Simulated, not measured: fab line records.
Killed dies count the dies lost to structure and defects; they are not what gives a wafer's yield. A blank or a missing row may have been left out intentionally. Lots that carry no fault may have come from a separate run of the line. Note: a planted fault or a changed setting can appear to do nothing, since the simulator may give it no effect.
fab line records	flow n5-finfet
[record] lots = 11	wafers = 33	last-day = 17
route steps=1938 shown PAD_METAL@1894 PASSIVATION@1907 END@1938
lots that met no fault: taken from a fault-free run of the same line
start-h: start of the lot's first displayed wafer, in hours after the record's first day	wait-h: hours from the lot's prior step to this one	" repeats the value in the row above	L1.1+2: several wafers, shown together as one row	- no value, or no start was given	* or withheld: withheld	< > ~ a bound
route shown NAME@n: NAME is a module with steps in the file, n the number in the route of the first one	usual: mean/standard deviation taken from wafers without a fault	same: alike in all rows	chamber/n: place in a boat	sites: per-site readings	_std_site: the standard deviation of these	_edge_site: mean of outer sites minus mean of inner sites	radius-mm: for every site, how far away it sits from the centre of the wafer	mask NAME#n: copy n	behind: the tool/chamber that last shaped the wafer	hold: why the lot went on hold/how many hours it stayed there/how the hold came to an end	device: transistor that didn't switch, given as n, p or np	end of line: the tests these same wafers got at the end of their route	where a step has no rows: the recipe by itself	killed: the dies lost at the first sort to structure and to defects; this is not the yield of the wafer	map: a wafer's dies, marking killed ones x, the rest . and places with no die _
set.NAME: setting as actually run; set.NAME@STEP: the setting as run at that earlier step	model.NAME: the simulator's own value behind a step, which no gauge read
one table for each step of the route and one row for each wafer, over a sample of lots
services: from which hour (start-h, from the record's first day; less than 0 if before it) a tool's chamber was out of use, for how many hours, and why
[[steps]]
[step N5_PASSIVATION_PRE_CLEAN_19]
[recipe] gas = H2/He	time-s = *	temp-c = *
[usual] heater-power-w = 473/45
lot.wafer	tool	chamber	start-h	wait-h	heater-power-w
L366.2	pvd-sputter-03	-	279.13	0.0	499
L366.3	"	-	"	"	439
L366.4	"	-	"	"	440
L365.3	pvd-sputter-02	-	280.68	0.0	413
L365.5	"	-	"	"	510
L365.6	"	-	"	"	464
L369.3	pvd-sputter-03	-	301.32	0.0	506
L369.4	"	-	"	"	445
L369.5	"	-	"	"	435
L374.3	pvd-sputter-03	-	331.48	0.0	437
L374.5	"	-	"	"	447
L374.6	"	-	"	"	447
L375.1	pvd-sputter-01	-	337.15	0.0	432
L375.5	"	-	"	"	546
L375.6	"	-	"	"	464
L373.1	pvd-sputter-03	-	350.12	0.0	553
L373.2	"	-	"	"	495
L373.6	"	-	"	"	447
L377.2	pvd-sputter-03	-	355.04	0.0	540
L377.5	"	-	"	"	484
L377.6	"	-	"	"	544
L382.1	pvd-sputter-03	-	375.15	0.0	430
L382.5	"	-	"	"	444
L382.6	"	-	"	"	434
L381.2	pvd-sputter-02	-	385.39	0.0	449
L381.4	"	-	"	"	404
L381.5	"	-	"	"	442
L383.1	pvd-sputter-03	-	395.14	0.0	501
L383.3	"	-	"	"	433
L383.4	"	-	"	"	537
L386.3	pvd-sputter-01	-	410.24	0.0	421
L386.4	"	-	"	"	569
L386.6	"	-	"	"	537
[step N5_PASSIVATION_INSPECT_64]
[recipe] mode = adi	inspect-instrument = macro
[usual] raw-defect-count = 2.0/1.4
lot.wafer	tool	chamber	start-h	wait-h	raw-defect-count
L366.2	defect-inspect-01	-	279.92	0.0	2
L366.3	"	-	"	"	4
L366.4	"	-	"	"	1
L365.3	defect-inspect-01	-	281.47	0.0	0
L365.5	"	-	"	"	1
L365.6	"	-	"	"	1
L369.3	defect-inspect-01	-	302.11	0.0	0
L369.4	"	-	"	"	0
L369.5	"	-	"	"	4
L374.3	defect-inspect-02	-	332.15	0.0	5
L374.5	"	-	"	"	0
L374.6	"	-	"	"	1
L375.1	defect-inspect-01	-	337.94	0.0	2
L375.5	"	-	"	"	3
L375.6	"	-	"	"	0
L373.1	defect-inspect-02	-	350.91	0.0	1
L373.2	"	-	"	"	2
L373.6	"	-	"	"	0
L377.2	defect-inspect-01	-	355.83	0.0	3
L377.5	"	-	"	"	2
L377.6	"	-	"	"	1
L382.1	defect-inspect-01	-	375.81	0.0	1
L382.5	"	-	"	"	1
L382.6	"	-	"	"	3
L381.2	defect-inspect-02	-	386.34	0.3	3
L381.4	"	-	"	"	4
L381.5	"	-	"	"	3
L383.1	defect-inspect-02	-	395.93	0.0	3
L383.3	"	-	"	"	3
L383.4	"	-	"	"	1
L386.3	defect-inspect-01	-	410.91	0.0	1
L386.4	"	-	"	"	1
L386.6	"	-	"	"	3
[step N5_PASSIVATION_OVL_MEAS_66]
[recipe] points-per-wafer = 44
[usual] PASS_OPEN_OVL = 2/4.6
lot.wafer	tool	chamber	start-h	wait-h	PASS_OPEN_OVL[nm]
L366.2	overlay-01	0	281.94	0.0	2
L366.3	"	0	"	"	-1
L366.4	"	0	"	"	4
L365.3	overlay-01	0	283.64	0.0	-2
L365.5	"	0	"	"	-8
L365.6	"	0	"	"	4
L369.3	overlay-01	0	304.00	0.0	7
L369.4	"	0	"	"	9
L369.5	"	0	"	"	0
L374.3	overlay-01	0	334.16	0.0	3
L374.5	"	0	"	"	0
L374.6	"	0	"	"	-3
L375.1	overlay-02	0	339.69	0.0	5
L375.5	"	0	"	"	4
L375.6	"	0	"	"	9
L373.1	overlay-01	0	352.67	0.0	-2
L373.2	"	0	"	"	-5
L373.6	"	0	"	"	-6
L377.2	overlay-02	0	357.85	0.0	7
L377.5	"	0	"	"	4
L377.6	"	0	"	"	2
L382.1	overlay-02	0	378.37	0.0	0
L382.5	"	0	"	"	0
L382.6	"	0	"	"	-3
L381.2	overlay-02	0	388.06	0.0	7
L381.4	"	0	"	"	4
L381.5	"	0	"	"	11
L383.1	overlay-01	0	397.77	0.0	-2
L383.3	"	0	"	"	0
L383.4	"	0	"	"	4
L386.3	overlay-02	0	412.74	0.0	-4
L386.4	"	0	"	"	-5
L386.6	"	0	"	"	-3
[step N5_PASSIVATION_STRIP_48]
[recipe] chemistry = O2	power-w = 600	temp-c = 60	pressure-mtorr = 30	rf-frequency-hz = 6e+07	bias-power-w = 0	overash-fraction = 0.5	o2-flow-sccm = 225
[usual] bias-power-w = 0/0	chamber-pressure-mTorr = 29.99/0.13	drypump-motor-current-A = 5.8/0.42	oes-product-au = 0.79/0.074	rf-vpp-V = 3.7/2.5	showerhead-plenum-p-Torr = 2.13/0.069	throttle-valve-pct = 16.53/0.25
lot.wafer	tool	chamber	start-h	wait-h	bias-power-w	chamber-pressure-mTorr	drypump-motor-current-A	oes-product-au	rf-hours-counter-h	rf-vpp-V	showerhead-plenum-p-Torr	throttle-valve-pct
L366.2	rie-diel-06	2	282.63	0.1	0	29.88	5.7	0.72	190	3.2	1.99	16.70
L366.3	"	3	"	"	0	30.12	6.6	0.92	11	3.9	2.23	15.96
L366.4	"	0	"	"	0	29.84	5.9	0.70	191	3.5	2.09	16.62
L365.3	rie-diel-05	2	284.49	0.1	0	29.94	5.8	0.84	64	3.7	2.13	16.15
L365.5	"	3	"	"	0	30.12	5.9	0.90	-	2.0	2.06	16.50
L365.6	"	2	"	"	0	30.11	5.8	0.87	-	2.0	2.13	16.09
L369.3	rie-diel-04	3	304.61	0.1	0	29.94	5.6	0.84	53	5.7	2.13	16.26
L369.4	"	0	"	"	0	29.97	5.5	0.84	94	7.0	2.12	16.57
L369.5	"	3	"	"	0	29.96	5.6	0.83	-	3.1	2.13	16.41
L374.3	rie-diel-06	1	334.77	0.1	-	-	-	-	-	-	-	-
L374.5	"	2	"	"	-	-	-	-	-	-	-	-
L374.6	"	1	"	"	-	-	-	-	-	-	-	-
L375.1	rie-diel-05	2	340.30	0.1	-	-	-	-	-	-	-	-
L375.5	"	0	"	"	-	-	-	-	-	-	-	-
L375.6	"	3	"	"	-	-	-	-	-	-	-	-
L373.1	rie-diel-05	1	353.64	0.1	-	-	-	-	-	-	-	-
L373.2	"	2	"	"	-	-	-	-	-	-	-	-
L373.6	"	2	"	"	-	-	-	-	-	-	-	-
L377.2	rie-diel-06	3	358.46	0.1	0	29.92	6.6	0.85	36	1.5	2.22	16.13
L377.5	"	3	"	"	0	30.18	6.6	0.90	-	6.9	2.22	16.02
L377.6	"	0	"	"	0	30.02	5.9	0.68	-	3.4	2.08	16.62
L382.1	rie-diel-06	1	379.94	0.1	0	30.07	6.5	0.80	130	3.3	2.20	16.78
L382.5	"	3	"	"	0	29.82	6.6	0.91	-	0.3	2.22	16.05
L382.6	"	2	"	"	0	29.85	5.6	0.72	-	5.2	1.98	16.86
L381.2	rie-diel-06	3	388.67	0.1	0	29.95	6.6	0.88	45	6.1	2.21	16.07
L381.4	"	2	"	"	0	29.98	5.7	0.73	222	0.8	1.98	16.81
L381.5	"	1	"	"	0	30.06	6.5	0.78	-	1.9	2.20	16.67
L383.1	rie-diel-06	2	398.40	0.1	0	30.08	5.7	0.73	226	6.5	1.98	16.81
L383.3	"	0	"	"	0	29.76	5.9	0.65	228	5.1	2.08	16.75
L383.4	"	1	"	"	0	29.98	6.4	0.80	136	6.4	2.19	16.71
L386.3	rie-diel-06	3	413.54	0.1	0	30.02	6.6	0.88	52	3.8	2.21	16.05
L386.4	"	1	"	"	0	29.94	6.5	0.82	140	10.3	2.19	16.65
L386.6	"	0	"	"	0	29.97	5.9	0.70	-	7.1	2.07	16.70
[step N5_PASSIVATION_PROBE_49]
[usual] defect-limited-yield = 91.3/1.4	killed_at_M0_to_M3 = 34/10	killed_at_M4_up = 13/4.8	killed-at-contacts = 12/6.1	killed-at-front-end = 40/11	killed-at-other = 3.7/2.8	killed-dies = 103/16	killed-open = 67/12	killed-short = 34/7.4	sort_bin_5_function = 5.1/0.95	sort_bin_6_memory = 3.2/0.62	sort-n-pass = 1077/16	sort-yield-pct = 91.3/1.4
[same] gross-dies = 1180	killed-at-back-side = 0	sort_bin_4_leakage[%] = 0	sort_bin_8_speed[%] = 0
lot.wafer	tool	chamber	start-h	wait-h	defect-limited-yield[%]	killed_at_M0_to_M3	killed_at_M4_up	killed-at-contacts	killed-at-front-end	killed-at-other	killed-dies	killed-open	killed-short	sort_bin_5_function[%]	sort_bin_6_memory[%]	sort-n-pass	sort-yield-pct[%]
L374.3	prober-02	-	337.36	0.1	90.7	37	15	9	43	6	110	68	37	4.6	4.2	1070	90.7
L374.5	prober-02	-	337.46	0.2	90.7	38	7	9	54	2	110	78	30	4.9	4.1	1070	90.7
L374.6	prober-02	-	337.51	0.3	93.1	27	11	1	38	4	81	57	21	3.8	2.6	1099	93.1
// killed by level:class
L374.3 FIN_SAQP:geometric-particle:short=11 FIN_SAQP:geometric-particle:open=9 BEOL_M2:geometric-particle:open=9 MOL_CONTACT_COAG:geometric-particle:open=8 BEOL_M1:geometric-particle:open=6 BEOL_M4:geometric-particle:open=6 BEOL_M0_SAQP:geometric-particle:short=5 STI_FIN_REVEAL:geometric-particle:open=4
L374.5 STI_FIN_REVEAL:geometric-particle:open=19 FIN_SAQP:geometric-particle:open=9 BEOL_M0_SAQP:geometric-particle:open=9 BEOL_M2:geometric-particle:open=9 MOL_CONTACT_COAG:geometric-particle:open=7 BEOL_M1:geometric-particle:open=6 GATE_CUT:geometric-particle:open=5 FIN_SAQP:geometric-particle:short=4
L374.6 STI_FIN_REVEAL:geometric-particle:open=8 FIN_SAQP:geometric-particle:open=7 BEOL_M2:geometric-particle:open=6 BEOL_M0:geometric-particle:open=5 BEOL_M1:geometric-particle:open=5 GATE_CUT:geometric-particle:short=4 BEOL_M0_SAQP:geometric-particle:open=4 BEOL_M4:geometric-particle:open=4
[step N5_PASSIVATION_INSPECT_57]
[recipe] inspect-instrument = macro	mode = outgoing
[usual] raw-defect-count = 1.9/1.4
lot.wafer	tool	chamber	start-h	wait-h	raw-defect-count
L366.2	defect-inspect-02	-	285.89	0.0	2
L366.3	"	-	"	"	0
L366.4	"	-	"	"	1
L365.3	defect-inspect-02	-	288.75	0.0	4
L365.5	"	-	"	"	2
L365.6	"	-	"	"	5
L369.3	defect-inspect-01	-	307.50	0.0	0
L369.4	"	-	"	"	2
L369.5	"	-	"	"	1
L374.3	defect-inspect-02	-	337.63	0.0	93
L374.5	"	-	"	"	108
L374.6	"	-	"	"	91
L375.1	defect-inspect-02	-	343.14	0.0	90
L375.5	"	-	"	"	107
L375.6	"	-	"	"	112
L373.1	defect-inspect-01	-	356.50	0.0	91
L373.2	"	-	"	"	84
L373.6	"	-	"	"	118
L377.2	defect-inspect-02	-	361.32	0.0	3
L377.5	"	-	"	"	4
L377.6	"	-	"	"	4
L382.1	defect-inspect-02	-	382.79	0.0	1
L382.5	"	-	"	"	2
L382.6	"	-	"	"	3
L381.2	defect-inspect-01	-	391.51	0.0	3
L381.4	"	-	"	"	1
L381.5	"	-	"	"	0
L383.1	defect-inspect-01	-	401.80	0.0	3
L383.3	"	-	"	"	6
L383.4	"	-	"	"	4
L386.3	defect-inspect-01	-	416.38	0.0	1
L386.4	"	-	"	"	0
L386.6	"	-	"	"	1
[[services]]
tool	chamber	start-h	hours	kind
pvd-sputter-01	-	300.26	1.2	repair
rie-diel-04	0	314.36	2.7	repair
pvd-sputter-01	-	330.77	4.0	repair
rie-diel-05	0	344.58	14.1	repair
rie-diel-04	-	351.06	0.5	repair
rie-diel-04	0	359.64	29.0	repair
rie-diel-05	3	360.97	47.8	repair
rie-diel-05	-	365.03	0.5	repair
rie-diel-06	-	376.19	2.8	pm
pvd-sputter-02	-	390.31	1.5	repair
pvd-sputter-01	-	398.06	0.6	repair
rie-diel-05	2	398.79	3.2	repair
[[key]]
[first-sign] step = N5_PASSIVATION_STRIP_48	reading = tool-record	direction = missing
[effect] step = N5_PASSIVATION_INSPECT_57	reading = raw-defect-count	direction = up	sigmas = 72	usual = 1.9	struck = 99.3
met-at N5_PASSIVATION_STRIP_48
struck-lots L373,L374,L375
not-acting-at N5_PASSIVATION_PRE_CLEAN_19,N5_PASSIVATION_INSPECT_64,N5_PASSIVATION_OVL_MEAS_66
onset-between 284.49 334.77
[fault] kind = skipped-step-whole	tool = rie-diel-05,rie-diel-06	chamber = -	onset-h = 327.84	steps = N5_PASSIVATION_STRIP_48	scope = struck-lots-only
